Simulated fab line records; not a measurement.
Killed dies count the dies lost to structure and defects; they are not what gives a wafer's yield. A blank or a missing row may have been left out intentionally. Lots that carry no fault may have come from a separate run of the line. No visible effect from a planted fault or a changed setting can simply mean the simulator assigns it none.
fab line records	flow n5-finfet
[record] lots = 6	wafers = 18	last-day = 18
route steps=1938 shown BEOL_M4@1107 BEOL_M5@1112 PASSIVATION@1936
lots that met no fault: taken from a fault-free run of the same line
start-h: the number of hours between the record's first day and the start of the first shown wafer of the lot	wait-h: how many hours have passed since the lot's step before this one	" identical to the entry in the row above	L1.1+2: a row that stands for several wafers	- value missing, or start not given	* or withheld: withheld	< > ~ a bound
route shown NAME@n: names a module that has steps shown in the file, with the first one's number in the route	usual: mean and standard deviation over wafers with no fault	same: alike in all rows	chamber/n: place in a boat	sites: per-site readings	_std_site: the values' standard deviation	_edge_site: the outer-site mean with the inner-site mean subtracted	radius-mm: for every site, how far away it sits from the centre of the wafer	mask NAME#n: copy n	behind: the last tool/chamber to shape the wafer	hold: why the lot was held/for how many hours/how that ended	device: names the non-switching transistor (n, p or np)	end of line: at the end of the route, the tests of the same wafers	a step given without rows: its recipe and nothing more	killed: not the wafer's yield, but the dies lost to structure and defects at the first sort	map: shows each die of a wafer: x if killed, . if not, _ if none is there
set.NAME: the setting the step ran with; set.NAME@STEP: the setting that earlier step ran with	model.NAME: the simulator's own value behind a step, which no gauge read
certain route steps with their lots: each step a table, each wafer a row
services: the hour from which a tool's chamber was out of use, counted from the record's first day as start-h (under 0 if before that day), plus the number of hours and why
[[steps]]
[step N5_BEOL_M4_PRE_CLEAN_56]
[recipe] gas = NH3	time-s = 15	temp-c = withheld	rf-power-w = 300
[step N5_BEOL_M4_DEP_57]
[recipe] material = SiCN	target-thk-a = 80	temp-c = withheld	precursor = 3MS/NH3	pressure-torr = 3	rf-w = 202	time-s = 14
[step N5_BEOL_M4_RS_MEAS_58]
[recipe] thk-meas-gauge = four-point-probe	reads = Co_of_BEOL_M4_CO_CAP_55+Cu_of_BEOL_M4_ECD_50+Co_of_BEOL_M4_CVD_47+TaN_of_BEOL_M4_ALD_84
[usual] M4_RS = 0.67/0.034
lot.wafer	tool	chamber	start-h	wait-h	M4_RS[ohm/sq]
L725.3	film-metro-01	-	205.30	0.1	0.68
L725.4	"	-	"	"	0.67
L725.6	"	-	"	"	0.69
L728.4	film-metro-01	-	206.64	0.0	0.68
L728.5	"	-	"	"	0.68
L728.6	"	-	"	"	0.70
L732.1	film-metro-02	-	247.95	0.0	0.62
L732.2	"	-	"	"	0.63
L732.4	"	-	"	"	0.61
L733.1	film-metro-02	-	248.51	0.0	0.64
L733.3	"	-	"	"	0.66
L733.4	"	-	"	"	0.68
L734.1	film-metro-01	-	248.86	0.1	0.69
L734.4	"	-	"	"	0.69
L734.6	"	-	"	"	0.66
L744.1	film-metro-01	-	308.34	0.0	0.71
L744.2	"	-	"	"	0.65
L744.3	"	-	"	"	0.71
[step N5_BEOL_M4_INSPECT_59]
[recipe] inspect-instrument = darkfield	mode = post-dep
[usual] raw-defect-count = 76/26
lot.wafer	tool	chamber	start-h	wait-h	raw-defect-count
L725.3	defect-inspect-01	-	205.32	0.0	88
L725.4	"	-	"	"	102
L725.6	"	-	"	"	88
L728.4	defect-inspect-01	-	206.67	0.0	51
L728.5	"	-	"	"	64
L728.6	"	-	"	"	54
L732.1	defect-inspect-01	-	247.98	0.0	44
L732.2	"	-	"	"	39
L732.4	"	-	"	"	49
L733.1	defect-inspect-01	-	248.54	0.0	67
L733.3	"	-	"	"	45
L733.4	"	-	"	"	109
L734.1	defect-inspect-02	-	248.89	0.0	124
L734.4	"	-	"	"	102
L734.6	"	-	"	"	134
L744.1	defect-inspect-02	-	308.36	0.0	86
L744.2	"	-	"	"	53
L744.3	"	-	"	"	69
[step N5_BEOL_M4_RC_MEAS_101]
[usual] DIBL_N = 35.6/1.7	DIBL_P = 35.0/2	IOFF_N = 0.148/0.027	IOFF_P = 0.19/0.032	ION_N = 671/14	ION_P = 460/9.1	SS_N = 71.3/0.62	SS_P = 73.0/0.64	VT_N = 251/3.2	VT_P = -251.5/2.9
lot.wafer	tool	chamber	start-h	wait-h	DIBL_N[mV/V]	DIBL_P[mV/V]	IOFF_N[nA/um]	IOFF_P[nA/um]	ION_N[uA/um]	ION_P[uA/um]	SS_N[mV/dec]	SS_P[mV/dec]	VT_N[mV]	VT_P[mV]
L725.3	prober-01	0	205.66	0.3	35.0	33.8	0.124	0.17	659	449	71.2	73.1	255	-254.5
L725.4	"	0	"	"	36.1	35.8	0.142	0.22	655	454	70.8	72.8	253	-250.8
L725.6	"	0	"	"	34.2	33.1	0.109	0.16	652	452	70.5	73.1	257	-255.3
L728.4	prober-02	0	207.16	0.5	38.4	37.3	0.187	0.22	651	450	73.7	73.6	248	-254.3
L728.5	"	0	"	"	37.1	36.6	0.146	0.20	653	453	72.7	73.4	253	-251.5
L728.6	"	0	"	"	35.9	35.7	0.134	0.19	668	461	71.3	73.3	252	-253.1
L732.1	prober-01	0	248.00	0.0	37.2	37.7	0.218	0.29	691	477	71.8	74.5	242	-243.5
L732.2	"	0	"	"	35.6	36.5	0.177	0.26	672	466	72.5	73.7	246	-245.6
L732.4	"	0	"	"	34.0	34.0	0.146	0.21	679	463	71.8	73.2	252	-248.5
L733.1	prober-01	0	248.93	0.4	35.0	36.1	0.157	0.24	679	473	72.1	73.1	250	-247.0
L733.3	"	0	"	"	35.6	37.1	0.165	0.26	665	462	71.9	73.5	249	-244.8
L733.4	"	0	"	"	34.1	34.2	0.131	0.20	655	454	71.5	73.1	252	-248.9
L734.1	prober-01	0	249.86	1.0	33.5	33.4	0.124	0.18	666	460	70.4	73.4	253	-251.3
L734.4	"	0	"	"	34.1	34.2	0.128	0.18	659	455	71.2	72.1	252	-254.5
L734.6	"	0	"	"	33.2	33.1	0.118	0.17	671	466	70.4	72.1	252	-253.6
L744.1	prober-02	0	308.39	0.0	34.3	32.2	0.131	0.17	661	456	71.4	72.9	250	-251.8
L744.2	"	0	"	"	38.1	37.4	0.208	0.26	696	476	72.1	73.8	245	-246.6
L744.3	"	0	"	"	35.2	33.9	0.154	0.19	671	462	71.3	73.0	247	-250.4
[step N5_BEOL_M5_ILD_DEP_00]
[recipe] material = SiCOH_lowk	target-thk-a = 1406.4	temp-c = 300	precursor = DEMS/porogen	pressure-torr = 5	rf-w = 500	time-s = 25.9
[usual] heater-power-w = 279/35	showerhead-plenum-p-Torr = 5.733/0.017	throttle-valve-pct = 13.8/0.49
lot.wafer	tool	chamber	start-h	wait-h	heater-power-w	showerhead-plenum-p-Torr	throttle-valve-pct
L725.3	pecvd-02	0	206.31	0.5	235	5.736	13.7
L725.4	"	0	"	"	238	5.746	13.9
L725.6	"	2	"	"	297	5.750	13.3
L728.4	pecvd-01	1	207.68	0.4	264	5.716	14.7
L728.5	"	1	"	"	271	5.742	14.2
L728.6	"	0	"	"	259	5.710	13.8
L732.1	pecvd-01	0	248.97	0.8	283	5.710	13.8
L732.2	"	1	"	"	278	5.723	14.5
L732.4	"	2	"	"	293	5.728	13.2
L733.1	pecvd-03	2	249.90	0.8	245	5.758	13.0
L733.3	"	1	"	"	302	5.723	14.7
L733.4	"	2	"	"	247	5.740	13.0
L734.1	pecvd-01	0	250.83	0.8	270	5.700	13.8
L734.4	"	0	"	"	278	5.689	13.8
L734.6	"	1	"	"	252	5.741	14.4
L744.1	pecvd-01	0	309.36	0.8	246	5.700	13.7
L744.2	"	1	"	"	257	5.726	14.4
L744.3	"	2	"	"	293	5.721	13.2
[step N5_BEOL_M5_CURE_79]
[recipe] temp-c = 385	time-s = 240	ambient = He/Ar	material = SiCOH_lowk
[step N5_BEOL_M5_THK_MEAS_01]
[recipe] reads = SiCOH_lowk_of_BEOL_M5_ILD_DEP_00
[usual] M5_ILD_THK = 121.4/2.1
lot.wafer	tool	chamber	start-h	wait-h	M5_ILD_THK[nm]
L725.3	film-metro-02	-	206.88	0.3	118.2
L725.4	"	-	"	"	121.2
L725.6	"	-	"	"	120.6
L728.4	film-metro-02	-	208.25	0.2	122.9
L728.5	"	-	"	"	122.7
L728.6	"	-	"	"	123.0
L732.1	film-metro-01	-	249.54	0.4	122.7
L732.2	"	-	"	"	122.4
L732.4	"	-	"	"	121.8
L733.1	film-metro-02	-	250.50	0.4	122.7
L733.3	"	-	"	"	123.6
L733.4	"	-	"	"	125.0
L734.1	film-metro-01	-	251.58	0.4	121.8
L734.4	"	-	"	"	123.1
L734.6	"	-	"	"	124.0
L744.1	film-metro-01	-	310.41	0.8	121.7
L744.2	"	-	"	"	123.0
L744.3	"	-	"	"	120.1
[step N5_BEOL_M5_PECVD_70]
[recipe] material = SiO2	target-thk-a = 160	temp-c = 400	precursor = TEOS/O2	pressure-torr = 5.5	rf-w = 450	teos-flow-sccm = 53.8	gas = O2	flow-sccm = 3000	time-s = 18
[usual] heater-power-w = 664/68	showerhead-plenum-p-Torr = 8.77/0.062	throttle-valve-pct = 22.3/0.69
lot.wafer	tool	chamber	start-h	wait-h	heater-power-w	showerhead-plenum-p-Torr	throttle-valve-pct
L725.3	pecvd-03	2	206.92	0.0	600	8.85	21.2
L725.4	"	2	"	"	597	8.84	20.9
L725.6	"	0	"	"	682	8.70	21.8
L728.4	pecvd-01	0	208.30	0.1	594	8.66	22.3
L728.5	"	0	"	"	595	8.65	22.4
L728.6	"	1	"	"	556	8.73	23.4
L732.1	pecvd-02	2	249.58	0.0	612	8.85	21.8
L732.2	"	1	"	"	801	8.77	23.0
L732.4	"	2	"	"	619	8.85	21.8
L733.1	pecvd-02	2	250.54	0.0	651	8.84	21.8
L733.3	"	0	"	"	607	8.80	22.1
L733.4	"	2	"	"	663	8.83	21.5
L734.1	pecvd-02	0	251.62	0.0	684	8.79	22.2
L734.4	"	2	"	"	636	8.83	21.6
L734.6	"	1	"	"	673	8.73	22.9
L744.1	pecvd-01	1	310.45	0.0	587	8.75	23.3
L744.2	"	2	"	"	675	8.67	21.4
L744.3	"	0	"	"	595	8.65	22.3
[step N5_BEOL_M5_HM_DEP_02]
[recipe] material = TiN	target-thk-a = 200	temp-c = 25	chamber-pressure-pa = 0.49996
[usual] throttle-valve-pct = 30.1/1.1
lot.wafer	tool	chamber	start-h	wait-h	throttle-valve-pct
L725.3	pvd-sputter-01	-	207.27	0.3	30.8
L725.4	"	-	"	"	29.0
L725.6	"	-	"	"	29.1
L728.4	pvd-sputter-01	-	211.13	2.8	29.5
L728.5	"	-	"	"	29.0
L728.6	"	-	"	"	29.9
L732.1	pvd-sputter-02	-	250.36	0.8	29.5
L732.2	"	-	"	"	31.1
L732.4	"	-	"	"	29.8
L733.1	pvd-sputter-03	-	250.76	0.2	27.4
L733.3	"	-	"	"	33.7
L733.4	"	-	"	"	29.4
L734.1	pvd-sputter-02	-	253.19	1.6	30.1
L734.4	"	-	"	"	30.6
L734.6	"	-	"	"	31.0
L744.1	pvd-sputter-02	-	310.72	0.3	30.9
L744.2	"	-	"	"	30.7
L744.3	"	-	"	"	29.9
[step N5_BEOL_M5_COAT_59]
[recipe] resist = SOC	temp-c = 250	time-s = 60	spin-rpm = 1500	resist-thk-nm = 60
[step N5_BEOL_M5_COAT_60]
[recipe] resist = SiARC	temp-c = 220	time-s = 60	spin-rpm = 1500	resist-thk-nm = 12
[step N5_BEOL_M5_COAT_71]
[recipe] resist = underlayer	temp-c = 205	time-s = 60	spin-rpm = 1500	resist-thk-nm = 5
[usual] spin-speed-rpm = 1499.7/1
lot.wafer	tool	chamber	start-h	wait-h	spin-speed-rpm
L725.3	litho-track-01	0	207.40	-	1500.5
L725.4	"	0	"	"	1497.8
L725.6	"	0	"	"	1497.5
L728.4	litho-track-03	0	211.26	-	1499.6
L728.5	"	0	"	"	1499.5
L728.6	"	0	"	"	1499.0
L732.1	litho-track-05	0	250.49	-	1499.5
L732.2	"	0	"	"	1499.0
L732.4	"	0	"	"	1499.9
L733.1	litho-track-01	0	250.90	-	1544.3
L733.3	"	0	"	"	1545.7
L733.4	"	0	"	"	1546.4
L734.1	litho-track-01	0	253.32	-	1543.8
L734.4	"	0	"	"	1545.3
L734.6	"	0	"	"	1544.5
L744.1	litho-track-05	0	310.85	-	1500.2
L744.2	"	0	"	"	1498.1
L744.3	"	0	"	"	1498.9
[step N5_BEOL_M5_COAT_05]
[recipe] resist = CAR-EUV	spin-rpm = 1500	resist-thk-nm = 30
[step N5_BEOL_M5_EBR_07]
[recipe] solvent = PGMEA	ebr-width-mm = 1.5
[step N5_BEOL_M5_SOFTBAKE_06]
[recipe] temp-c = 110	time-s = 60	resist = CAR-EUV
[step N5_BEOL_M5_EXPOSE_08]
[recipe] mask-id = M5	na = 0.33	source-shape = annular	sigma-inner = 0.4	sigma-outer = 0.8	polarization = unpolarized	target-cd-nm = 28	dose-mj = 35.75
[step N5_BEOL_M5_PEB_09]
[recipe] peb-temp-c = 100	peb-time-s = 60	resist = CAR-EUV
[step N5_BEOL_M5_DEVELOP_10]
[recipe] develop-time-s = 30	developer = TMAH	resist = CAR-EUV	rinse-liquid = surfactant-rinse	dry = air-spin	dev-temp-c = 23
[step N5_BEOL_M5_CD_MEAS_11]
[recipe] target-cd-nm = 27.74	landing-energy-ev = 500	detector = se-inlens
[usual] cd-nm = 27.93/0.24
[same] landing-energy-ev = 500
lot.wafer	tool	chamber	start-h	wait-h	cd-nm
L725.3	cd-sem-03	0	207.79	-	27.81
L725.4	"	0	"	"	27.79
L725.6	"	0	"	"	27.40
L728.4	cd-sem-01	0	211.52	-	27.89
L728.5	"	0	"	"	28.24
L728.6	"	0	"	"	28.54
L732.1	cd-sem-01	0	250.75	-	27.78
L732.2	"	0	"	"	27.78
L732.4	"	0	"	"	27.57
L733.1	cd-sem-03	0	251.15	-	28.07
L733.3	"	0	"	"	28.06
L733.4	"	0	"	"	27.97
L734.1	cd-sem-01	0	253.58	-	27.93
L734.4	"	0	"	"	28.22
L734.6	"	0	"	"	28.06
L744.1	cd-sem-03	0	311.11	-	28.40
L744.2	"	0	"	"	27.97
L744.3	"	0	"	"	28.12
[step N5_BEOL_M5_OVL_MEAS_12]
[recipe] points-per-wafer = 522
[usual] M5_OVL = -0.2/0.6
lot.wafer	tool	chamber	start-h	wait-h	M5_OVL[nm]
L725.3	overlay-02	0	207.83	0.0	0.4
L725.4	"	0	"	"	0.8
L725.6	"	0	"	"	0.2
L728.4	overlay-01	0	211.57	0.0	0.7
L728.5	"	0	"	"	-0.2
L728.6	"	0	"	"	0.4
L732.1	overlay-02	0	250.78	0.0	-0.6
L732.2	"	0	"	"	-0.4
L732.4	"	0	"	"	-0.1
L733.1	overlay-01	0	251.19	0.0	0.1
L733.3	"	0	"	"	-0.7
L733.4	"	0	"	"	0.3
L734.1	overlay-02	0	253.61	0.0	0.4
L734.4	"	0	"	"	0.1
L734.6	"	0	"	"	0.5
L744.1	overlay-01	0	311.14	0.0	-0.3
L744.2	"	0	"	"	0.6
L744.3	"	0	"	"	0.6
[step N5_BEOL_M5_INSPECT_13]
[recipe] mode = adi	inspect-instrument = brightfield
[usual] raw-defect-count = 424/100
lot.wafer	tool	chamber	start-h	wait-h	raw-defect-count
L725.3	defect-inspect-02	-	207.87	0.0	601
L725.4	"	-	"	"	511
L725.6	"	-	"	"	414
L728.4	defect-inspect-02	-	211.61	0.0	335
L728.5	"	-	"	"	314
L728.6	"	-	"	"	369
L732.1	defect-inspect-01	-	250.84	0.1	287
L732.2	"	-	"	"	282
L732.4	"	-	"	"	258
L733.1	defect-inspect-01	-	251.24	0.1	404
L733.3	"	-	"	"	467
L733.4	"	-	"	"	461
L734.1	defect-inspect-01	-	253.67	0.1	448
L734.4	"	-	"	"	495
L734.6	"	-	"	"	582
L744.1	defect-inspect-01	-	311.20	0.1	631
L744.2	"	-	"	"	487
L744.3	"	-	"	"	406
[step N5_BEOL_M5_DESCUM_16]
[recipe] chemistry = O2	time-s = 7	source-power-w = 50	bias-power-w = 20	pressure-mtorr = 20	rf-frequency-hz = 2.712e+07	temp-c = 40	resist = CAR-EUV	o2-flow-sccm = 225
[usual] drypump-motor-current-A = 5.6/0.31	oes-product-au = 0.79/0.1	rf-vpp-V = 243.1/1.3	showerhead-plenum-p-Torr = 2.08/0.068	temp-c = 40.03/0.12	throttle-valve-pct = 20.39/0.27
lot.wafer	tool	chamber	start-h	wait-h	drypump-motor-current-A	oes-product-au	rf-hours-counter-h	rf-vpp-V	showerhead-plenum-p-Torr	temp-c	throttle-valve-pct
L725.3	rie-diel-05	2	207.91	0.0	5.9	0.72	166	243.1	2.08	39.88	20.19
L725.4	"	0	"	"	5.3	0.72	181	242.6	2.06	39.97	20.23
L725.6	"	1	"	"	5.1	0.84	-	242.6	2.13	39.82	20.26
L728.4	rie-diel-02	1	211.66	0.0	5.8	0.67	-	242.9	2.16	40.01	20.52
L728.5	"	0	"	"	5.3	0.72	-	242.4	1.99	40.18	20.51
L728.6	"	3	"	"	5.5	0.96	-	243.8	2.04	40.01	20.42
L732.1	rie-diel-04	3	250.87	0.0	5.5	0.69	237	239.5	1.98	39.98	20.80
L732.2	"	1	"	"	5.9	0.72	189	243.4	2.15	39.95	20.24
L732.4	"	0	"	"	5.7	0.69	203	242.3	2.07	40.13	20.86
L733.1	rie-diel-04	0	251.62	0.4	5.7	0.70	204	244.3	2.07	39.73	20.86
L733.3	"	2	"	"	5.8	0.94	8	242.1	2.04	40.10	19.98
L733.4	"	1	"	"	5.9	0.73	190	243.5	2.15	40.03	20.24
L734.1	rie-diel-02	0	253.71	0.0	5.3	0.72	203	242.5	1.99	39.87	20.52
L734.4	"	2	"	"	5.6	0.93	8	244.5	2.13	39.91	20.02
L734.6	"	1	"	"	5.9	0.97	-	243.9	2.16	40.06	20.08
L744.1	rie-diel-05	1	311.34	0.1	5.1	0.80	72	242.9	2.12	39.88	20.30
L744.2	"	3	"	"	6.3	0.89	35	244.5	2.21	40.16	20.45
L744.3	"	0	"	"	5.3	0.71	205	243.4	2.05	40.13	20.26
[step N5_BEOL_M5_ETCH_72]
[recipe] chemistry = N2/H2	target = underlayer	target-depth-a = 65	mask-material = CAR-EUV	time-s = 5.2	ion-energy-ev = 200	pressure-mtorr = 30	source-w = 840	bias-w = 150	n2-flow-sccm = 200	h2-flow-sccm = 200	ends = cleared
[usual] drypump-motor-current-A = 5.6/0.31	etch-rf-on-time-s = 5.25/0.14	oes-product-au = 0.67/0.09	rf-vpp-V = 523.7/2.6	showerhead-plenum-p-Torr = 2.54/0.089	throttle-valve-pct = 17.85/0.22
lot.wafer	tool	chamber	start-h	wait-h	drypump-motor-current-A	etch-rf-on-time-s	oes-product-au	rf-hours-counter-h	rf-vpp-V	showerhead-plenum-p-Torr	throttle-valve-pct	model.etch.depth-nm
L725.3	rie-diel-05	2	207.94	0.0	5.9	5.12	0.63	166	523.5	2.53	17.61	5.018
L725.4	"	0	"	"	5.4	5.23	0.62	181	524.5	2.52	17.70	4.997
L725.6	"	1	"	"	5.1	5.10	0.72	-	524.0	2.58	17.61	5.017
L728.4	rie-diel-02	1	211.69	0.0	5.9	5.30	0.56	-	526.4	2.62	17.89	4.993
L728.5	"	0	"	"	5.3	5.40	0.60	-	519.3	2.43	17.96	4.999
L728.6	"	3	"	"	5.5	5.07	0.82	-	523.8	2.49	17.84	5.003
L732.1	rie-diel-04	3	250.91	0.0	5.5	5.12	0.59	237	520.2	2.40	18.20	4.966
L732.2	"	1	"	"	5.9	5.24	0.60	189	527.7	2.65	17.93	4.98
L732.4	"	0	"	"	5.7	5.49	0.59	203	524.2	2.51	18.10	4.972
L733.1	rie-diel-04	0	251.66	0.0	5.7	5.55	0.58	204	523.6	2.51	18.12	4.938
L733.3	"	2	"	"	5.8	5.07	0.80	8	524.2	2.51	17.60	4.95
L733.4	"	1	"	"	5.9	5.30	0.60	190	525.6	2.65	17.92	4.945
L734.1	rie-diel-02	0	253.74	0.0	5.3	5.32	0.60	203	518.8	2.43	17.96	4.924
L734.4	"	2	"	"	5.7	5.05	0.81	8	525.4	2.61	17.63	4.938
L734.6	"	1	"	"	5.8	5.24	0.82	-	523.6	2.62	17.45	4.942
L744.1	rie-diel-05	1	311.37	0.0	5.1	5.12	0.71	72	525.4	2.57	17.66	4.999
L744.2	"	3	"	"	6.3	5.28	0.75	35	528.7	2.71	17.95	5.023
L744.3	"	0	"	"	5.3	5.25	0.60	205	524.3	2.51	17.77	5.002
[step N5_BEOL_M5_ETCH_61]
[recipe] chemistry = CF4	target = SiARC	target-depth-a = 156	mask-material = CAR-EUV	time-s = 26	ion-energy-ev = 80	pressure-mtorr = 40	source-w = 545	bias-w = 36	Ar_flow_sccm = 100	cf4-flow-sccm = 100	ends = cleared
[usual] drypump-motor-current-A = 5.6/0.31	etch-rf-on-time-s = 26.3/0.72	oes-product-au = 0.67/0.09	rf-vpp-V = 184.0/1.1	showerhead-plenum-p-Torr = 2.14/0.069	throttle-valve-pct = 15.61/0.25
lot.wafer	tool	chamber	start-h	wait-h	drypump-motor-current-A	etch-rf-on-time-s	oes-product-au	rf-hours-counter-h	rf-vpp-V	showerhead-plenum-p-Torr	throttle-valve-pct
L725.3	rie-diel-05	2	207.96	0.0	5.9	25.8	0.63	166	183.7	2.13	15.45
L725.4	"	0	"	"	5.3	26.6	0.62	181	183.6	2.13	15.61
L725.6	"	1	"	"	5.1	25.5	0.73	-	183.1	2.19	15.45
L728.4	rie-diel-02	1	211.71	0.0	5.8	27.1	0.55	-	184.2	2.19	15.66
L728.5	"	0	"	"	5.3	27.2	0.60	-	183.7	2.04	15.77
L728.6	"	3	"	"	5.5	25.6	0.82	-	184.2	2.10	15.53
L732.1	rie-diel-04	3	250.92	0.0	5.5	25.7	0.60	237	182.7	2.02	16.00
L732.2	"	1	"	"	5.9	26.5	0.60	189	185.6	2.22	15.62
L732.4	"	0	"	"	5.7	27.8	0.59	203	182.1	2.12	15.98
L733.1	rie-diel-04	0	251.67	0.0	5.7	27.8	0.58	204	185.0	2.12	15.98
L733.3	"	2	"	"	5.7	25.9	0.79	8	183.3	2.11	15.26
L733.4	"	1	"	"	5.9	26.6	0.60	190	183.9	2.22	15.62
L734.1	rie-diel-02	0	253.76	0.0	5.3	26.8	0.61	203	182.1	2.04	15.78
L734.4	"	2	"	"	5.7	25.6	0.81	8	186.0	2.19	15.21
L734.6	"	1	"	"	5.8	26.4	0.82	-	185.1	2.19	15.14
L744.1	rie-diel-05	1	311.39	0.0	5.1	25.4	0.70	72	184.3	2.18	15.49
L744.2	"	3	"	"	6.3	25.9	0.76	35	185.9	2.26	15.60
L744.3	"	0	"	"	5.3	26.2	0.61	205	183.9	2.12	15.67
[step N5_PASSIVATION_PROBE_49]
[usual] defect-limited-yield = 91.2/1.6	killed_at_M0_to_M3 = 35/11	killed_at_M4_up = 14/5.4	killed-at-contacts = 13/6	killed-at-front-end = 38/11	killed-at-other = 3.4/2.6	killed-dies = 104/19	killed-open = 68/13	killed-short = 34/8.5	sort_bin_5_function = 5.1/1	sort_bin_6_memory = 3.3/0.72	sort-n-pass = 1075/22	sort-yield-pct = 91.1/1.9
[same] gross-dies = 1180	killed-at-back-side = 0	sort_bin_4_leakage[%] = 0	sort_bin_8_speed[%] = 0
lot.wafer	tool	chamber	start-h	wait-h	defect-limited-yield[%]	killed_at_M0_to_M3	killed_at_M4_up	killed-at-contacts	killed-at-front-end	killed-at-other	killed-dies	killed-open	killed-short	sort_bin_5_function[%]	sort_bin_6_memory[%]	sort-n-pass	sort-yield-pct[%]
L733.1	prober-02	-	355.87	0.0	90.7	35	20	16	36	3	110	76	33	5.6	3.4	1070	90.7
L733.4	prober-02	-	356.02	0.2	89.9	42	19	12	46	0	119	76	43	5.4	4.5	1061	89.9
L734.1	prober-01	-	367.12	0.0	88.4	40	17	23	54	3	137	107	30	8.1	3.4	1043	88.4
L734.4	prober-01	-	367.27	0.2	92.2	38	10	14	28	2	92	61	31	4.7	2.7	1088	92.2
L734.6	prober-01	-	367.37	0.3	88.5	51	18	21	43	3	136	95	41	6.3	5.1	1044	88.5
// killed by level:class
L733.1 MOL_CONTACT_COAG:geometric-particle:open=10 BEOL_M4:geometric-particle:open=10 STI_FIN_REVEAL:geometric-particle:open=9 FIN_SAQP:geometric-particle:open=7 BEOL_M0_SAQP:geometric-particle:short=7 FIN_SAQP:geometric-particle:short=6 MOL_CONTACT_COAG:geometric-particle:short=6 BEOL_M0_SAQP:geometric-particle:open=6
L733.4 BEOL_M1:geometric-particle:short=12 BEOL_M4:geometric-particle:open=10 FIN_SAQP:geometric-particle:short=10 MOL_CONTACT_COAG:geometric-particle:open=10 FIN_SAQP:geometric-particle:open=9 STI_FIN_REVEAL:geometric-particle:open=9 BEOL_M0:geometric-particle:open=7 BEOL_M2:geometric-particle:open=7
L734.1 MOL_CONTACT_COAG:geometric-particle:open=20 FIN_SAQP:geometric-particle:open=17 STI_FIN_REVEAL:geometric-particle:open=17 BEOL_M0_SAQP:geometric-particle:short=12 BEOL_M0_SAQP:geometric-particle:open=9 BEOL_M4:geometric-particle:open=8 BEOL_M3:geometric-particle:open=8 DUMMY_GATE:geometric-particle:open=4
L734.4 BEOL_M0_SAQP:geometric-particle:open=10 MOL_CONTACT_COAG:geometric-particle:open=9 BEOL_M3:geometric-particle:open=8 BEOL_M1:geometric-particle:open=7 BEOL_M0_SAQP:geometric-particle:short=5 GATE_CUT:geometric-particle:short=5 MOL_CONTACT_COAG:geometric-particle:short=5 FIN_SAQP:geometric-particle:short=4
L734.6 MOL_CONTACT_COAG:geometric-particle:open=18 FIN_SAQP:geometric-particle:open=16 BEOL_M0_SAQP:geometric-particle:open=13 BEOL_M3:geometric-particle:open=13 STI_FIN_REVEAL:geometric-particle:open=10 BEOL_M0_SAQP:geometric-particle:short=10 BEOL_M4:geometric-particle:open=7 BEOL_M1:geometric-particle:short=6
[[services]]
tool	chamber	start-h	hours	kind
rie-diel-02	3	186.90	-	clean
rie-diel-02	3	186.90	-	consumable-replace:focus-ring
rie-diel-02	3	186.90	19.3	scheduled-down
rie-diel-02	3	186.90	19.3	vent-cycle
rie-diel-02	1	189.70	2.6	repair
rie-diel-04	2	193.49	-	clean
rie-diel-04	2	193.49	-	consumable-replace:focus-ring
rie-diel-04	2	193.49	13.0	scheduled-down
rie-diel-04	2	193.49	13.0	vent-cycle
pecvd-01	2	202.43	-	clean
pecvd-01	2	202.43	-	consumable-replace:showerhead
pecvd-01	2	202.43	29.0	scheduled-down
pecvd-01	2	202.43	29.0	vent-cycle
pecvd-03	-	203.07	0.6	repair
pvd-sputter-02	-	207.13	4.6	repair
rie-diel-04	0	207.73	1.7	repair
pecvd-02	-	213.43	0.8	repair
pvd-sputter-03	-	239.40	1.2	repair
rie-diel-04	2	240.24	10.5	repair
pecvd-03	2	241.42	8.2	repair
rie-diel-02	-	257.01	2.8	pm
rie-diel-02	3	261.30	17.6	repair
pecvd-02	1	295.80	5.9	repair
rie-diel-02	1	307.24	11.4	repair
[[key]]
[first-sign] step = N5_BEOL_M5_COAT_71	reading = spin-speed-rpm	direction = up	sigmas = 45	usual = *	struck = *
effect none on later readings
[model-effect] step = N5_BEOL_M5_ETCH_72	value = etch.depth-nm	without = 5.014	struck = 4.94
met-at N5_BEOL_M5_COAT_71
struck-wafers L733.1,L733.3,L733.4,L734.1,L734.4,L734.6
onset-between 207.40 250.90
[fault] kind = process-parameter-drift	tool = litho-track-01	chamber = -	onset-h = 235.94	steps = N5_BEOL_M5_COAT_71	channel = spin-rpm	offset = *	shape = step	end-h = 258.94	acts-in = *	stated = *
